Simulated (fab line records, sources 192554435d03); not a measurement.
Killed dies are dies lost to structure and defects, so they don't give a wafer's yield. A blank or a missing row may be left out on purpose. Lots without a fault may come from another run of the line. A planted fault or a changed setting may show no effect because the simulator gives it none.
Chamber matching | flow n5_finfet | N5_BEOL_M3_DEP_57 on pecvd-01: 3 sister chambers
The step deposits SiCN from 3MS/NH3, target thk 8 nm, time 14 s. 6 wafers are shown with their chamber, then 7 later ones without.

WAFERS WITH THEIR CHAMBER
wafer  | chamber | throttle_valve_pct (%) | showerhead_plenum_p_Torr (Torr)
L076.3 | 0       | 8.5                    | 3.671
L076.5 | 0       | 8.2                    | 3.673
L081.3 | 2       | 8.8                    | 3.670
L081.5 | 1       | 9.3                    | 3.675
L082.1 | 1       | 9.2                    | 3.671
L082.2 | 2       | 8.7                    | 3.648

WAFERS WITHOUT THEIR CHAMBER
wafer  | throttle_valve_pct (%) | showerhead_plenum_p_Torr (Torr)
L082.3 | 8.2                    | 3.676
L083.2 | 9.1                    | 3.669
L083.3 | 8.9                    | 3.668
L083.5 | 9.1                    | 3.666
L090.2 | 8.1                    | 3.677
L090.4 | 9.0                    | 3.683
L090.6 | 9.6                    | 3.673

WHICH CHAMBER EACH WENT THROUGH
wafer  | from the rows above     | in truth
L082.3 | 0                       | 0
L083.2 | can't be placed: 1 or 2 | 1
L083.3 | can't be placed: 2 or 1 | 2
L083.5 | can't be placed: 1 or 2 | 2
L090.2 | 0                       | 0
L090.4 | can't be placed: 1 or 2 | 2
L090.6 | 1                       | 1
Placed correctly: 3 of 7. Can't be placed from these rows: 4 (the true chamber is among the candidates in 4). Placed wrongly: 0.
How it was worked out, from the rows above alone: a wafer's distance from a chamber is the root of the sum, over the readings, of the square of ((its reading less the chamber's mean) divided by the reading's scatter). The wafer belongs to the nearest chamber; if the next one is less than 2 further off, it can't be placed. A chamber's mean is the mean of its shown wafers. The scatter: the root of (the sum of the squares of (reading less its chamber's mean) over the shown wafers, divided by (wafers less chambers)).
